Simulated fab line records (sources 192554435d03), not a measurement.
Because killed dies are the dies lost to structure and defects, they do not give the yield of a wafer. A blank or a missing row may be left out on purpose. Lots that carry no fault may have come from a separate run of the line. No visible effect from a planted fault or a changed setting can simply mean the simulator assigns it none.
fab line records	flow n5Finfet
record lots=6	wafers=18	lastDay=21
route steps=1938 shown HKMG_FIN@407 BEOL_M4@1111 PASSIVATION@1936
lots with no fault: from the same line, run without faults
startH: hours from the record's first day to the start of the lot's first wafer shown	waitH: hours elapsed since this lot's preceding step	" identical to the entry in the row above	L1.1+2: one row covering several wafers at once	- either no value or no given start	* or withheld: withheld	< > ~ a bound
route shown NAME@n: a module of which the file shows steps, and the number in the route of the first	usual: average and standard deviation across the fault-free wafers	same: alike in all rows	chamber/n: place in a boat	sites: each site's reading	_std_site: how widely they spread, as a standard deviation	_edge_site: outer sites' mean less inner sites'	radiusMm: for every site, how far away it sits from the centre of the wafer	mask NAME#n: copy n	behind: the tool/chamber that last shaped the wafer	hold: cause of the lot's hold/its duration in hours/its outcome	device: the n, p or np transistor that did not switch	end of line: the route-end tests of the same wafers	a step with no rows: only its recipe	killed: the dies lost at the first sort to structure and to defects; this is not the yield of the wafer	map: a wafer's dies, x killed, . not, _ none there
set.NAME: the setting as run; set.NAME@STEP: as run at that earlier step	model.NAME: the simulator's own value behind a step, which no gauge read
lots seen at some steps along the route; tables by step, rows by wafer
services: from which hour (startH, from the record's first day; less than 0 if before it) a tool's chamber was out of use, for how many hours, and why
## steps
# step N5_HKMG_FIN_STRIP_93
# recipe chemistry=N2/H2	material=SOC	timeS=20	powerW=500	tempC=40	pressureMtorr=50	rfFrequencyHz=6e+07	biasPowerW=8	h2Frac=0.5	n2FlowSccm=300	h2FlowSccm=300
# usual drypumpMotorCurrentA=5.68/0.2	oesProductAu=0.77/0.075	powerW=499.9/1.5	rfVppV=54.3/0.89	showerheadPlenumPTorr=3.36/0.11	throttleValvePct=19.1/0.36
lot.wafer	tool	chamber	startH	waitH	drypumpMotorCurrentA	oesProductAu	powerW	rfHoursCounterH	rfVppV	showerheadPlenumPTorr	throttleValvePct
L974.2	rieDiel-03	1	70.63	0.2	5.79	0.86	499.2	73	53.6	3.25	18.9
L974.3	"	3	"	"	5.66	0.82	500.8	103	54.9	3.22	18.5
L974.5	"	1	"	"	5.80	0.86	498.3	-	54.5	3.25	18.9
L980.1	rieDiel-04	1	109.32	0.2	5.95	0.69	499.1	239	54.7	3.32	19.5
L980.3	"	3	"	"	5.24	0.75	499.2	140	55.1	3.51	19.5
L980.6	"	1	"	"	5.96	0.70	499.8	-	54.6	3.32	19.5
L986.1	rieDiel-04	1	144.64	0.2	5.92	0.70	499.1	250	53.4	3.31	19.5
L986.5	"	2	"	"	5.40	0.69	500.1	-	54.4	3.48	19.5
L986.6	"	3	"	"	5.24	0.75	502.4	-	53.3	3.50	19.5
L987.3	rieDiel-03	0	148.08	0.2	5.53	0.73	501.4	188	54.1	3.31	18.7
L987.4	"	3	"	"	5.65	0.80	498.8	114	54.1	3.21	18.5
L987.5	"	0	"	"	5.53	0.72	499.4	-	54.2	3.31	18.7
L994.1	rieDiel-04	0	197.36	0.2	5.87	0.93	500.8	20	53.6	3.28	18.7
L994.5	"	2	"	"	5.42	0.67	500.0	-	53.6	3.47	19.5
L994.6	"	3	"	"	5.25	0.72	504.5	-	53.9	3.49	19.5
L995.3	rieDiel-03	3	200.42	0.2	5.67	0.78	497.8	134	53.1	3.20	18.6
L995.4	"	1	"	"	5.80	0.81	499.0	117	53.6	3.23	19.0
L995.5	"	1	"	"	5.79	0.80	498.5	-	55.0	3.23	19.0
# step N5_HKMG_FIN_WET_ETCH_76
# recipe chemistry=dNH4OH	mix=1:50	tempC=25	target=Al2O3	stopOn=La2O3	targetDepthNm=2.25	dry=ipaMarangoni	rinseTimeS=30	rinseTempC=23
# step N5_HKMG_FIN_STRIP_60
# recipe chemistry=N2/H2	powerW=2500	tempC=300	h2Frac=0.65	timeS=360	pressureMtorr=withheld	n2FlowSccm=1750	h2FlowSccm=3250
# usual drypumpMotorCurrentA=6.2/0.34	heaterPowerW=424/21
lot.wafer	tool	chamber	startH	waitH	drypumpMotorCurrentA	heaterPowerW	rfHoursCounterH
L974.2	plasmaAsher-01	0	70.78	0.0	6.6	431	91
L974.3	"	1	"	"	5.7	455	-
L974.5	"	0	"	"	6.6	420	-
L980.1	plasmaAsher-02	0	109.47	0.0	5.9	394	37
L980.3	"	0	"	"	5.9	400	-
L980.6	"	1	"	"	6.4	415	-
L986.1	plasmaAsher-01	1	144.84	0.0	5.8	458	105
L986.5	"	0	"	"	6.6	413	-
L986.6	"	1	"	"	5.8	460	-
L987.3	plasmaAsher-01	1	148.35	0.1	5.8	454	-
L987.4	"	0	"	"	6.6	436	-
L987.5	"	0	"	"	6.6	427	-
L994.1	plasmaAsher-02	1	197.51	0.0	6.4	408	54
L994.5	"	0	"	"	5.9	413	-
L994.6	"	1	"	"	6.3	411	-
L995.3	plasmaAsher-02	0	200.69	0.1	5.9	412	-
L995.4	"	1	"	"	6.3	403	-
L995.5	"	0	"	"	5.9	408	-
# step N5_HKMG_FIN_WET_ETCH_77
# recipe chemistry=dHCl	mix=1:10000	tempC=25	target=La2O3	stopOn=HfO2	targetDepthNm=2
# step N5_HKMG_FIN_WET_ETCH_78
# recipe chemistry=dNH4OH	mix=1:50	tempC=25	target=Al2O3	stopOn=La2O3	targetDepthNm=4.5	dry=ipaMarangoni	rinseTimeS=30	rinseTempC=23
# step N5_HKMG_FIN_ALD_79
# recipe material=TiN	targetThkA=15	tempC=400	aldPrecursorFamily=TiCl4	aldCoReactant=NH3	pulseTimeS=1	purgeTimeS=3	coReactantPurgeTimeS=2	coReactantPulseTimeS=2	aldCycles=68	pressureTorr=3
# usual aldCycles=68/0	heaterPowerW=870/100	precursorPulseHeightRel=1.000/0.021	susceptorTempC=400.03/0.23
# same coReactantPurgeTimeS=2
lot.wafer	tool	chamber	startH	waitH	aldCycles	heaterPowerW	precursorPulseHeightRel	susceptorTempC
L974.2	aldMetal-04	0	71.27	0.0	68	883	1.022	400.12
L974.3	"	1	"	"	68	761	0.985	400.35
L974.5	"	0	"	"	68	898	0.972	399.90
L980.1	aldMetal-01	0	109.99	0.0	68	805	0.999	399.76
L980.3	"	1	"	"	68	936	1.045	399.51
L980.6	"	2	"	"	68	830	0.982	400.11
L986.1	aldMetal-02	0	145.33	0.0	68	1015	0.998	399.87
L986.5	"	3	"	"	68	823	0.981	400.04
L986.6	"	0	"	"	68	1054	0.982	400.09
L987.3	aldMetal-01	2	148.72	0.0	68	842	0.990	399.77
L987.4	"	0	"	"	68	786	0.975	399.76
L987.5	"	0	"	"	68	824	0.985	400.01
L994.1	aldMetal-04	2	198.00	0.0	68	891	0.998	400.32
L994.5	"	1	"	"	68	791	1.024	400.33
L994.6	"	2	"	"	68	864	1.040	399.95
L995.3	aldMetal-04	2	201.06	0.0	68	874	0.972	399.95
L995.4	"	1	"	"	68	774	0.971	400.08
L995.5	"	1	"	"	68	757	1.010	399.92
# step N5_HKMG_FIN_CVD_62
# recipe material=a-Si	targetThkA=30	tempC=500	precursor=Si2H6	pressureTorr=1	timeS=20.8
# usual heaterPowerW=1270/74	susceptorTempC=500.01/0.27
lot.wafer	tool	chamber	startH	waitH	heaterPowerW	susceptorTempC
L974.2	thermalCvdSi-02	2	71.63	0.2	1240	499.93
L974.3	"	0	"	"	1197	499.89
L974.5	"	0	"	"	1224	500.04
L980.1	thermalCvdSi-02	2	110.35	0.2	1287	500.01
L980.3	"	2	"	"	1257	499.93
L980.6	"	2	"	"	1248	500.18
L986.1	thermalCvdSi-02	0	145.69	0.2	1218	500.29
L986.5	"	0	"	"	1204	499.72
L986.6	"	1	"	"	1270	500.74
L987.3	thermalCvdSi-01	2	149.08	0.2	1314	500.37
L987.4	"	0	"	"	1158	499.83
L987.5	"	1	"	"	1386	499.71
L994.1	thermalCvdSi-02	0	198.36	0.2	1207	500.20
L994.5	"	2	"	"	1240	500.15
L994.6	"	1	"	"	1283	500.44
L995.3	thermalCvdSi-01	2	201.44	0.2	1326	499.73
L995.4	"	0	"	"	1174	499.99
L995.5	"	2	"	"	1278	500.06
# step N5_HKMG_FIN_RTA_80
# recipe tempC=withheld	timeS=2	ambient=N2	idleTempC=600	rampUpCPerS=150	rampDownCPerS=60	coolToC=600
# step N5_HKMG_FIN_PRECLEAN_64
# recipe chemistry=dHF	timeS=30	tempC=25	dilution=withheld
# step N5_HKMG_FIN_WET_ETCH_65
# recipe chemistry=TMAH	tempC=70	concWtPct=5	target=a-Si	stopOn=TiN	timeS=49	targetDepthNm=3
# step N5_HKMG_FIN_WET_ETCH_81
# recipe chemistry=SC1	target=TiN	stopOn=HfO2	mix=1:1:5	tempC=60	timeS=57	targetDepthNm=6
# step N5_HKMG_FIN_WET_ETCH_82
# recipe chemistry=dHCl	mix=1:10000	tempC=25	target=La2O3	stopOn=HfO2	targetDepthNm=2	dry=ipaMarangoni	rinseTimeS=30	rinseTempC=23
# step N5_HKMG_FIN_ALD_36
# recipe material=TiN	targetThkA=10	tempC=400	aldPrecursorFamily=TiCl4	aldCoReactant=NH3	pulseTimeS=1	purgeTimeS=3	coReactantPurgeTimeS=2	coReactantPulseTimeS=2	aldCycles=47	pressureTorr=3
# usual aldCycles=47/0	heaterPowerW=879/110	precursorPulseHeightRel=1.001/0.018	susceptorTempC=400.00/0.24
# same coReactantPurgeTimeS=2
lot.wafer	tool	chamber	startH	waitH	aldCycles	heaterPowerW	precursorPulseHeightRel	susceptorTempC
L974.2	aldMetal-02	3	72.03	0.0	47	815	1.037	399.89
L974.3	"	0	"	"	47	1028	0.983	399.79
L974.5	"	0	"	"	47	1035	0.990	400.01
L980.1	aldMetal-01	2	110.94	0.0	47	819	1.013	399.51
L980.3	"	3	"	"	47	889	1.016	400.11
L980.6	"	1	"	"	47	945	0.988	400.08
L986.1	aldMetal-02	0	146.08	0.0	47	1017	1.019	400.20
L986.5	"	1	"	"	49	1090	0.984	399.62
L986.6	"	0	"	"	47	1017	0.993	399.45
L987.3	aldMetal-02	0	149.48	0.0	47	1034	0.991	399.69
L987.4	"	3	"	"	49	815	0.995	400.41
L987.5	"	1	"	"	49	1083	0.967	400.33
L994.1	aldMetal-04	2	198.76	0.0	47	873	1.010	400.33
L994.5	"	2	"	"	47	897	1.017	400.12
L994.6	"	1	"	"	47	773	1.016	400.07
L995.3	aldMetal-01	3	202.02	0.0	47	902	0.986	399.84
L995.4	"	1	"	"	47	968	1.000	400.36
L995.5	"	3	"	"	47	879	1.010	399.57
# step N5_HKMG_FIN_THK_MEAS_70
# recipe thkMeasGauge=xrf	reads=HfO2_of_HKMG_FIN_HK_ALD_01
# usual HK_THK=1.609/0.022
lot.wafer	tool	chamber	startH	waitH	HK_THK[nm]
L974.2	filmMetro-01	-	72.31	0.2	1.595
L974.3	"	-	"	"	1.617
L974.5	"	-	"	"	1.606
L980.1	filmMetro-02	-	111.22	0.2	1.601
L980.3	"	-	"	"	1.585
L980.6	"	-	"	"	1.631
L986.1	filmMetro-02	-	146.36	0.2	1.592
L986.5	"	-	"	"	1.620
L986.6	"	-	"	"	1.657
L987.3	filmMetro-01	-	149.76	0.2	1.619
L987.4	"	-	"	"	1.612
L987.5	"	-	"	"	1.612
L994.1	filmMetro-01	-	199.04	0.2	1.612
L994.5	"	-	"	"	1.613
L994.6	"	-	"	"	1.622
L995.3	filmMetro-01	-	202.30	0.2	1.594
L995.4	"	-	"	"	1.610
L995.5	"	-	"	"	1.596
# step N5_BEOL_M4_RC_MEAS_101
# usual DIBL_N=36.1/2.3	DIBL_P=36/3.2	IOFF_N=0.16/0.045	IOFF_P=0.21/0.049	ION_N=674/14	ION_P=462/8.4	SS_N=71.6/0.83	SS_P=73.2/0.87	VT_N=249/3.8	VT_P=-250/3.4
lot.wafer	tool	chamber	startH	waitH	DIBL_N[mV/V]	DIBL_P[mV/V]	IOFF_N[nA/um]	IOFF_P[nA/um]	ION_N[uA/um]	ION_P[uA/um]	SS_N[mV/dec]	SS_P[mV/dec]	VT_N[mV]	VT_P[mV]
L974.2	prober-02	0	237.13	0.4	37.0	35	0.16	0.23	697	478	71.0	72.9	247	-247
L974.3	"	0	"	"	35.8	35	0.14	0.20	690	472	71.1	73.0	251	-249
L974.5	"	0	"	"	36.4	35	0.14	0.21	682	472	71.4	72.4	250	-250
L980.1	prober-02	0	277.54	0.0	35.4	34	0.16	0.17	680	456	71.3	72.7	249	-253
L980.3	"	0	"	"	34.4	35	0.15	0.20	681	465	70.9	72.7	247	-251
L980.6	"	0	"	"	34.6	35	0.14	0.18	670	453	71.6	72.9	248	-253
L986.1	prober-02	0	297.13	0.0	32.9	32	0.10	0.15	648	454	70.0	72.0	254	-256
L986.5	"	0	"	"	35.3	35	0.13	0.19	676	469	71.2	72.4	253	-249
L986.6	"	0	"	"	38.4	37	0.19	0.23	682	469	71.9	73.2	249	-250
L987.3	prober-02	0	345.12	0.3	35.7	35	0.15	0.21	677	469	71.4	73.9	248	-246
L987.4	"	0	"	"	35.0	34	0.14	0.20	658	453	71.9	72.7	248	-249
L987.5	"	0	"	"	35.6	35	0.14	0.23	662	465	72.0	74.3	248	-249
L994.1	prober-02	0	358.67	0.0	37.4	39	0.19	0.23	695	472	72.0	74.2	244	-251
L994.5	"	0	"	"	40.1	41	0.24	0.29	685	475	72.7	74.1	244	-246
L994.6	"	0	"	"	37.9	39	0.18	0.22	685	469	72.5	73.3	247	-252
L995.3	prober-02	0	389.14	0.3	34.9	37	0.16	0.24	673	466	71.2	73.5	247	-246
L995.4	"	0	"	"	33.5	35	0.15	0.21	674	465	71.0	72.2	247	-249
L995.5	"	0	"	"	39.4	42	0.26	0.34	691	476	72.0	74.5	243	-242
# step N5_PASSIVATION_PROBE_49
# usual defectLimitedYield=90.9/1.6	killed_at_M0_to_M3=37/11	killed_at_M4_up=15/5.6	killedAtContacts=13/6.4	killedAtFrontEnd=39/11	killedAtOther=4/3.1	killedDies=107/19	killedOpen=71/14	killedShort=34/7.8	sort_bin_5_function=5.3/1	sort_bin_6_memory=3.4/0.72	sortNPass=1072/20	sortYieldPct=90.9/1.7
# same grossDies=1180	killedAtBackSide=0	sort_bin_4_leakage[%]=0	sort_bin_8_speed[%]=0
lot.wafer	tool	chamber	startH	waitH	defectLimitedYield[%]	killed_at_M0_to_M3	killed_at_M4_up	killedAtContacts	killedAtFrontEnd	killedAtOther	killedDies	killedOpen	killedShort	sort_bin_5_function[%]	sort_bin_6_memory[%]	sortNPass	sortYieldPct[%]
L974.2	prober-02	-	356.79	0.4	90.9	35	22	18	29	3	107	75	29	5.8	2.9	1073	90.9
L974.3	prober-02	-	356.84	0.4	90.5	38	20	10	40	4	112	69	38	5.4	3.5	1068	90.5
L974.5	prober-02	-	356.94	0.5	91.7	21	16	15	40	6	98	62	30	5.7	1.8	1082	91.7
L980.1	prober-02	-	395.28	0.0	92.3	23	18	27	21	2	91	64	25	4.3	3.0	1089	92.3
L980.3	prober-02	-	395.38	0.1	93.8	26	14	4	27	2	73	47	23	3.1	3.0	1107	93.8
L980.6	prober-02	-	395.53	0.3	92.5	34	15	21	14	4	88	64	21	4.6	2.7	1092	92.5
L986.1	prober-02	-	429.14	0.0	91.2	39	10	10	43	2	104	76	23	4.9	3.8	1076	91.2
L986.5	prober-02	-	429.34	0.2	90.7	32	19	19	33	7	110	64	45	6.1	3.1	1070	90.7
L986.6	prober-02	-	429.39	0.3	92.9	32	6	18	24	4	84	52	29	3.7	3.3	1096	92.9
L987.3	prober-01	-	468.03	0.1	92.8	35	1	19	24	6	85	58	27	4.2	2.5	1095	92.8
L987.4	prober-01	-	468.08	0.2	91.9	45	9	16	24	2	96	58	35	4.2	3.7	1084	91.9
L987.5	prober-01	-	468.13	0.2	89.5	58	7	27	24	8	124	84	38	6.4	4.0	1056	89.5
L995.3	prober-02	-	496.27	0.1	91.1	32	18	16	30	9	105	78	24	5.0	3.6	1075	91.1
L995.4	prober-02	-	496.32	0.2	92.3	28	10	8	43	2	91	61	29	4.4	3.0	1089	92.3
L995.5	prober-02	-	496.37	0.2	90.2	50	13	11	32	10	116	75	40	5.6	3.8	1064	90.2
# killed by level:class
L974.2 MOL_CONTACT_COAG:geometricParticle:open=14 BEOL_M4:geometricParticle:open=9 STI_FIN_REVEAL:geometricParticle:open=8 BEOL_M0_SAQP:geometricParticle:open=8 BEOL_M3:geometricParticle:open=8 GATE_CUT:geometricParticle:short=5 BEOL_M1:geometricParticle:short=5 GATE_CUT:geometricParticle:open=4
L974.3 BEOL_M2:geometricParticle:open=13 STI_FIN_REVEAL:geometricParticle:open=10 BEOL_M0_SAQP:geometricParticle:short=9 MOL_CONTACT_COAG:geometricParticle:open=7 BEOL_M4:geometricParticle:open=6 BEOL_M0_SAQP:geometricParticle:open=5 DUMMY_GATE:geometricParticle:open=4 GATE_CUT:geometricParticle:short=4
L974.5 MOL_CONTACT_COAG:geometricParticle:open=12 STI_FIN_REVEAL:geometricParticle:open=6 ILD0:geometricParticle:open=5 GATE_CUT:geometricParticle:short=5 BEOL_M4:geometricParticle:open=5 MIM_TOP:geometricParticle:open=5 HKMG_FIN:areaEtch=5 DUMMY_GATE:geometricParticle:open=4
L980.1 MOL_CONTACT_COAG:geometricParticle:open=24 BEOL_M4:geometricParticle:open=10 FIN_SAQP:geometricParticle:open=7 BEOL_M0_SAQP:geometricParticle:short=6 BEOL_M0_SAQP:geometricParticle:open=4 STI_FIN_REVEAL:geometricParticle:open=3 MOL_CONTACT_COAG:geometricParticle:short=3 BEOL_M1:geometricParticle:open=3
L980.3 FIN_SAQP:geometricParticle:open=6 STI_FIN_REVEAL:geometricParticle:open=5 BEOL_M0_SAQP:geometricParticle:short=5 BEOL_M4:geometricParticle:open=5 BEOL_M0:geometricParticle:open=4 FIN_SAQP:geometricParticle:short=3 MOL_CONTACT_COAG:geometricParticle:open=3 BEOL_M1:geometricParticle:open=3
L980.6 MOL_CONTACT_COAG:geometricParticle:open=17 BEOL_M4:geometricParticle:open=10 BEOL_M1:geometricParticle:open=7 BEOL_M0_SAQP:geometricParticle:short=7 STI_FIN_REVEAL:geometricParticle:open=4 MOL_CONTACT_COAG:geometricParticle:short=4 BEOL_M0_SAQP:geometricParticle:open=4 FIN_SAQP:geometricParticle:open=3
L986.1 FIN_SAQP:geometricParticle:open=18 STI_FIN_REVEAL:geometricParticle:open=8 MOL_CONTACT_COAG:geometricParticle:open=8 BEOL_M3:geometricParticle:open=8 BEOL_M4:geometricParticle:open=6 BEOL_M0_SAQP:geometricParticle:short=6 BEOL_M2:geometricParticle:open=5 FIN_SAQP:geometricParticle:short=4
L986.5 MOL_CONTACT_COAG:geometricParticle:open=16 BEOL_M4:geometricParticle:open=12 FIN_SAQP:geometricParticle:short=9 BEOL_M3:geometricParticle:open=8 FIN_SAQP:geometricParticle:open=5 BEOL_M0_SAQP:geometricParticle:open=5 STARTING-WAFER:geometricParticle:short=5 STARTING-WAFER:geometricParticle:open=4
L986.6 MOL_CONTACT_COAG:geometricParticle:open=14 FIN_SAQP:geometricParticle:short=9 BEOL_M1:geometricParticle:open=9 FIN_SAQP:geometricParticle:open=7 BEOL_M3:geometricParticle:open=5 BEOL_M1:geometricParticle:short=4 MOL_CONTACT_COAG:geometricParticle:short=3 BEOL_M0_SAQP:geometricParticle:short=3
L987.3 MOL_CONTACT_COAG:geometricParticle:open=14 BEOL_M0_SAQP:geometricParticle:open=10 STI_FIN_REVEAL:geometricParticle:open=8 BEOL_M1:geometricParticle:open=8 BEOL_M2:geometricParticle:open=8 BEOL_M0_SAQP:geometricParticle:short=6 MOL_CONTACT_COAG:geometricParticle:short=5 GATE_CUT:geometricParticle:short=4
L987.4 BEOL_M0_SAQP:geometricParticle:open=13 BEOL_M0_SAQP:geometricParticle:short=12 MOL_CONTACT_COAG:geometricParticle:open=11 GATE_CUT:geometricParticle:short=6 BEOL_M3:geometricParticle:open=6 STI_FIN_REVEAL:geometricParticle:open=5 MOL_CONTACT_COAG:geometricParticle:short=4 BEOL_M1:geometricParticle:open=4
L987.5 BEOL_M0_SAQP:geometricParticle:open=23 MOL_CONTACT_COAG:geometricParticle:open=21 BEOL_M1:geometricParticle:open=11 BEOL_M3:geometricParticle:open=10 BEOL_M0_SAQP:geometricParticle:short=8 MIM_TOP:geometricParticle:short=7 STI_FIN_REVEAL:geometricParticle:open=6 GATE_CUT:geometricParticle:short=5
L995.3 MOL_CONTACT_COAG:geometricParticle:open=13 BEOL_M0_SAQP:geometricParticle:open=9 BEOL_M0:geometricParticle:open=7 BEOL_M4:geometricParticle:open=6 MIM_TOP_ETCH:geometricParticle:open=6 BEOL_M3:geometricParticle:open=5 STI_FIN_REVEAL:geometricParticle:open=4 ILD0:geometricParticle:open=4
L995.4 STI_FIN_REVEAL:geometricParticle:open=8 BEOL_M0_SAQP:geometricParticle:open=7 FIN_SAQP:geometricParticle:short=6 MOL_CONTACT_COAG:geometricParticle:open=6 DUMMY_GATE:geometricParticle:open=5 GATE_CUT:geometricParticle:short=5 BEOL_M0_SAQP:geometricParticle:short=5 BEOL_M3:geometricParticle:open=5
L995.5 BEOL_M2:geometricParticle:open=12 STI_FIN_REVEAL:geometricParticle:open=11 BEOL_M0_SAQP:geometricParticle:short=11 BEOL_M0_SAQP:geometricParticle:open=10 MOL_CONTACT_COAG:geometricParticle:open=8 BEOL_M3:geometricParticle:open=8 FIN_SAQP:geometricParticle:open=6 FIN_SAQP:geometricParticle:short=5
## services
tool	chamber	startH	hours	kind
rieDiel-04	-	50.82	2.8	pm
rieDiel-03	0	56.45	17.9	repair
aldMetal-01	-	59.25	0.4	repair
rieDiel-03	3	73.73	36.7	repair
thermalCvdSi-02	2	80.92	7.5	repair
aldMetal-01	-	81.76	2.8	pm
rieDiel-04	3	94.76	1.6	repair
aldMetal-02	3	96.11	1.5	repair
thermalCvdSi-02	0	110.13	6.5	repair
aldMetal-02	0	111.21	23.8	repair
rieDiel-03	2	115.16	18.1	repair
rieDiel-04	0	128.41	-	clean
rieDiel-04	0	128.41	-	consumableReplace:focusRing
rieDiel-04	0	128.41	18.3	scheduledDown
rieDiel-04	0	128.41	18.3	ventCycle
aldMetal-01	-	129.35	0.9	repair
aldMetal-02	2	130.18	8.3	repair
rieDiel-04	1	146.94	-	clean
rieDiel-04	1	146.94	-	consumableReplace:focusRing
rieDiel-04	1	146.94	28.4	scheduledDown
rieDiel-04	1	146.94	28.4	ventCycle
plasmaAsher-02	-	157.59	1.5	repair
plasmaAsher-02	-	170.52	2.0	repair
plasmaAsher-01	-	191.83	15.6	pm
## key
firstSign step=N5_HKMG_FIN_ALD_36	reading=aldCycles	direction=up	sigmas=99+	usual=*	struck=*
effect none on later readings
metAt N5_HKMG_FIN_ALD_36
struckWafers L986.5,L987.4,L987.5
onsetBetween 72.03 146.08
fault kind=processParameterDrift	tool=aldMetal-02	chamber=-	onsetH=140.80	steps=N5_HKMG_FIN_ALD_36	channel=aldCycles	offset=*	shape=step	endH=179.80	scope=struckWafersOnly	actsIn=*	stated=*
